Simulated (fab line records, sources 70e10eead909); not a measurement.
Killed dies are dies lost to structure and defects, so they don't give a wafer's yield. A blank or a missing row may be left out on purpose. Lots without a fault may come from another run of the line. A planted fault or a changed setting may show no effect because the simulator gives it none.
Which tool did it? | flow nand_harc | 24 lots, 72 wafers sampled, at 4 steps of a route of 1159

WHAT THE GAUGES READ, wafer by wafer
NHARC_A_BLC_INSPECT_28.
lot  | measured     | on                | raw_defect_count
L074 | day 17 14:40 | defect_inspect-01 | 408 466 360
L077 | day 17 18:11 | defect_inspect-01 | 430 417 377
L075 | day 18 01:04 | defect_inspect-02 | 337 360 375
L076 | day 18 01:32 | defect_inspect-02 | 275 350 300
L078 | day 18 14:07 | defect_inspect-02 | 504 350 471
L080 | day 18 18:29 | defect_inspect-02 | 339 388 354
L079 | day 18 18:55 | defect_inspect-01 | 342 494 367
L081 | day 19 05:40 | defect_inspect-02 | 600 377 422
L082 | day 19 16:08 | defect_inspect-02 | 528 433 386
L083 | day 19 16:49 | defect_inspect-01 | 412 338 396
L087 | day 19 21:09 | defect_inspect-02 | 521 617 521
L084 | day 20 02:02 | defect_inspect-02 | 491 454 442
L086 | day 20 13:19 | defect_inspect-01 | 654 545 555
L085 | day 20 13:45 | defect_inspect-02 | 359 348 283
L088 | day 21 13:10 | defect_inspect-02 | 328 404 376
L089 | day 21 13:32 | defect_inspect-01 | 421 458 465
L092 | day 21 18:47 | defect_inspect-01 | 563 393 358
L093 | day 22 03:24 | defect_inspect-01 | 399 633 756
L090 | day 22 04:23 | defect_inspect-02 | 444 360 539
L091 | day 22 09:39 | defect_inspect-01 | 465 399 652
L094 | day 22 14:01 | defect_inspect-01 | 308 489 364
L095 | day 23 04:17 | defect_inspect-01 | 421 484 319
L096 | day 23 04:34 | defect_inspect-01 | 346 326 341
L097 | day 23 07:51 | defect_inspect-02 | 296 312 551

NHARC_A_M0_OVL_MEAS_10: pitch 160 nm.
lot  | measured     | on         | overlay_x_nm (nm) | overlay_y_nm (nm)
L074 | day 17 15:40 | overlay-02 | 0.3 0.0 -0.5      | 2.1 2.0 2.0
L077 | day 17 19:04 | overlay-02 | -1.4 -1.3 -1.2    | 0.2 -0.1 0.2
L075 | day 18 02:04 | overlay-02 | -0.8 -0.4 -0.2    | -0.7 -0.2 0.0
L076 | day 18 02:40 | overlay-01 | -0.1 -0.5 -0.1    | -1.1 -1.0 -1.3
L078 | day 18 15:06 | overlay-02 | -0.3 -0.6 0.1     | -0.4 -0.1 0.2
L080 | day 18 19:42 | overlay-01 | -0.6 -0.1 -0.7    | -1.1 -0.3 -0.7
L079 | day 18 20:08 | overlay-02 | -0.7 -0.4 -0.4    | -1.0 -0.5 0.0
L081 | day 19 06:40 | overlay-02 | 0.4 1.0 0.9       | 1.2 1.1 0.9
L082 | day 19 17:14 | overlay-01 | 0.0 -0.1 -0.8     | -0.1 -0.4 -0.4
L083 | day 19 17:57 | overlay-02 | -1.0 -0.4 -0.6    | -0.4 0.4 0.9
L087 | day 19 22:10 | overlay-01 | 1.9 1.6 1.4       | 0.4 0.6 0.7
L084 | day 20 02:54 | overlay-01 | -0.1 -0.3 0.0     | 1.0 0.9 0.5
L086 | day 20 14:10 | overlay-02 | 0.2 -0.1 0.2      | -0.1 -0.2 0.4
L085 | day 20 14:37 | overlay-02 | -2.2 -1.4 -1.4    | -1.3 -1.2 -0.9
L088 | day 21 14:18 | overlay-02 | 0.5 -1.1 -0.4     | -0.8 -0.6 -0.7
L089 | day 21 14:32 | overlay-02 | -1.1 -0.9 -0.9    | 0.8 0.0 0.0
L092 | day 21 19:46 | overlay-01 | -0.6 -1.2 -0.9    | -0.7 -1.0 -0.8
L093 | day 22 04:26 | overlay-02 | 1.7 1.5 1.9       | 0.0 -0.1 -0.6
L090 | day 22 05:23 | overlay-01 | 0.0 0.3 0.0       | -0.5 -0.5 -0.3
L091 | day 22 10:50 | overlay-02 | 0.1 0.1 0.2       | -1.1 -1.0 -0.6
L094 | day 22 15:01 | overlay-02 | -0.1 -0.5 -0.7    | -0.1 -0.1 0.3
L095 | day 23 05:16 | overlay-01 | 2.7 1.8 1.7       | -0.8 -0.4 -0.8
L096 | day 23 05:34 | overlay-02 | 0.7 0.1 -0.3      | 0.8 0.4 0.2
L097 | day 23 08:43 | overlay-01 | 2.8 2.0 2.1       | 0.1 1.0 0.0

WHICH TOOL RAN EACH LOT (tool, then ch and the chambers of the sampled wafers, then the start)
lot  | NHARC_A_CONTACT_CMP_20        | NHARC_A_BLC_CMP_25
L074 | cmp-03 ch 1,2,3, day 17 06:02 | cmp-02 ch 1,2,3, day 17 14:17
L077 | cmp-03 ch 1,2, day 17 13:27   | cmp-02 ch 0,2,3, day 17 17:50
L075 | cmp-03 ch 1,2,3, day 17 16:55 | cmp-03 ch 0,1, day 18 00:40
L076 | cmp-03 ch 1,2,3, day 17 18:25 | cmp-02 ch 0,1,3, day 18 01:08
L078 | cmp-04 ch 1,2, day 18 09:55   | cmp-03 ch 1,2,3, day 18 13:45
L080 | cmp-04 ch 1,2,3, day 18 10:41 | cmp-01 ch 1,2,3, day 18 18:04
L079 | cmp-03 ch 0,1, day 18 11:56   | cmp-03 ch 0,1,2, day 18 18:35
L081 | cmp-04 ch 2,3, day 18 19:17   | cmp-01 ch 0,2,3, day 19 05:19
L082 | cmp-04 ch 0,1, day 19 11:58   | cmp-02 ch 1,3, day 19 15:44
L083 | cmp-04 ch 0,1, day 19 12:40   | cmp-01 ch 0,1, day 19 16:23
L087 | cmp-04 ch 0,1,2, day 19 17:07 | cmp-03 ch 1,2,3, day 19 20:46
L084 | cmp-03 ch 0,3, day 19 20:56   | cmp-03 ch 2,3, day 20 01:38
L086 | cmp-03 ch 0,2,3, day 20 06:46 | cmp-01 ch 0,2,3, day 20 12:54
L085 | cmp-02 ch 0,2,3, day 20 07:35 | cmp-03 ch 1,2,3, day 20 13:22
L088 | cmp-04 ch 0,1,2, day 21 04:35 | cmp-03 ch 1,2,3, day 21 12:51
L089 | cmp-02 ch 0,1,2, day 21 05:17 | cmp-02 ch 2,3, day 21 13:08
L092 | cmp-04 ch 0,2,3, day 21 11:40 | cmp-03 ch 0,1,2, day 21 18:23
L093 | cmp-03 ch 1,2,3, day 21 17:56 | cmp-03 ch 0,1, day 22 02:59
L090 | cmp-03 ch 0,1,3, day 21 18:40 | cmp-03 ch 0,1,3, day 22 04:00
L091 | cmp-04 ch 0,2,3, day 22 02:35 | cmp-02 ch 0,2,3, day 22 09:13
L094 | cmp-03 ch 1,2,3, day 22 10:02 | cmp-02 ch 1,2,3, day 22 13:37
L095 | cmp-03 ch 1,2, day 22 19:43   | cmp-01 ch 0,1,3, day 23 03:57
L096 | cmp-04 ch 0,1, day 22 20:26   | cmp-02 ch 0,1,2, day 23 04:14
L097 | cmp-04 ch 1,2,3, day 23 02:31 | cmp-01 ch 0,2,3, day 23 07:26
- NHARC_A_CONTACT_CMP_20: polishes, t overpolish 30 s, target thk 300 nm.
- NHARC_A_BLC_CMP_25: polishes, t overpolish 30 s, target thk 150 nm.

WHAT THE TOOLS THEMSELVES READ (means of the sampled wafers that have a number; where no wafer has one, the mark that the record gives instead)
NHARC_A_CONTACT_CMP_20.
lot  | tool   | motor_current_A (A) | overpolish_run_s (s) | time_to_endpoint_s (s)
L074 | cmp-03 | 10.6                | 29.999               | 59
L077 | cmp-03 | 9.8                 | 29.991               | 60
L075 | cmp-03 | 10.6                | 30.000               | 60
L076 | cmp-03 | 10.4                | 30.000               | 61
L078 | cmp-04 | 10.8                | 29.996               | 57
L080 | cmp-04 | 11.3                | 30.002               | 60
L079 | cmp-03 | 11.1                | 30.005               | 56
L081 | cmp-04 | 11.6                | 29.995               | 61
L082 | cmp-04 | 11.1                | 29.999               | 56
L083 | cmp-04 | 10.3                | 30.003               | 63
L087 | cmp-04 | 10.8                | 30.011               | 58
L084 | cmp-03 | 11.9                | 29.998               | 62
L086 | cmp-03 | 10.9                | 30.007               | 58
L085 | cmp-02 | 12.2                | 29.999               | 63
L088 | cmp-04 | 10.8                | 30.001               | 57
L089 | cmp-02 | 12.8                | 30.004               | 60
L092 | cmp-04 | 12.0                | 30.005               | 58
L093 | cmp-03 | 10.3                | 29.996               | 61
L090 | cmp-03 | 11.5                | 30.003               | 55
L091 | cmp-04 | 11.7                | 29.993               | 61
L094 | cmp-03 | 10.5                | 30.006               | 58
L095 | cmp-03 | 9.4                 | 29.992               | 60
L096 | cmp-04 | 10.8                | 29.998               | 64
L097 | cmp-04 | 11.2                | 29.997               | 67

NHARC_A_BLC_CMP_25.
lot  | tool   | motor_current_A (A) | overpolish_run_s (s) | time_to_endpoint_s (s)
L074 | cmp-02 | 12.9                | 29.996               | 33.3
L077 | cmp-02 | 12.4                | 29.997               | 30.3
L075 | cmp-03 | 11.0                | 29.998               | 27.6
L076 | cmp-02 | 12.3                | 29.995               | 29.9
L078 | cmp-03 | 10.4                | 30.007               | 31.1
L080 | cmp-01 | 13.1                | 30.003               | 31.9
L079 | cmp-03 | 10.5                | 29.995               | 29.4
L081 | cmp-01 | 12.0                | 29.994               | 31.2
L082 | cmp-02 | 12.3                | 29.995               | 33.8
L083 | cmp-01 | 11.6                | 29.997               | 31.5
L087 | cmp-03 | 10.3                | 29.997               | 31.9
L084 | cmp-03 | 10.0                | 30.001               | 28.7
L086 | cmp-01 | 12.3                | 30.003               | 32.0
L085 | cmp-03 | 10.5                | 30.002               | 29.9
L088 | cmp-03 | 10.7                | 30.002               | 30.2
L089 | cmp-02 | 12.3                | 30.003               | 30.1
L092 | cmp-03 | 10.3                | 29.997               | 26.5
L093 | cmp-03 | 11.3                | 30.006               | 27.0
L090 | cmp-03 | 11.2                | 29.991               | 27.9
L091 | cmp-02 | 12.4                | 29.997               | 32.6
L094 | cmp-02 | 12.5                | 29.995               | 31.2
L095 | cmp-01 | 12.2                | 30.003               | 32.2
L096 | cmp-02 | 12.4                | 29.990               | 31.0
L097 | cmp-01 | 11.6                | 30.005               | 29.4

THE ANSWER, worked out from the rows above alone
Rule: what is usual is taken from the lots themselves. Put in order of their means at a reading, lots are off if they are a third of the lots or fewer, leave a main group of 4 or more, and stand apart from it by a gap of 3 or more times the standard deviation of the main group's means; of several such gaps the widest counts. A main group whose means are all the same, to the digits that the tables above print for the reading, isn't used. A lot without any number at a reading at which 4 lots or more have one is off too. The other lots that the step has rows for count as sound. The gauges are gone through in route order, then the tools' own readings, and for those a lot's mean is taken as printed above. The first step at which some lot is off is used, and at that step the reading that is off furthest; a lot without a number counts as furthest.
No lot is off at any reading shown: from this, nothing can be told.

WHAT THE SIMULATOR HAD PUT IN
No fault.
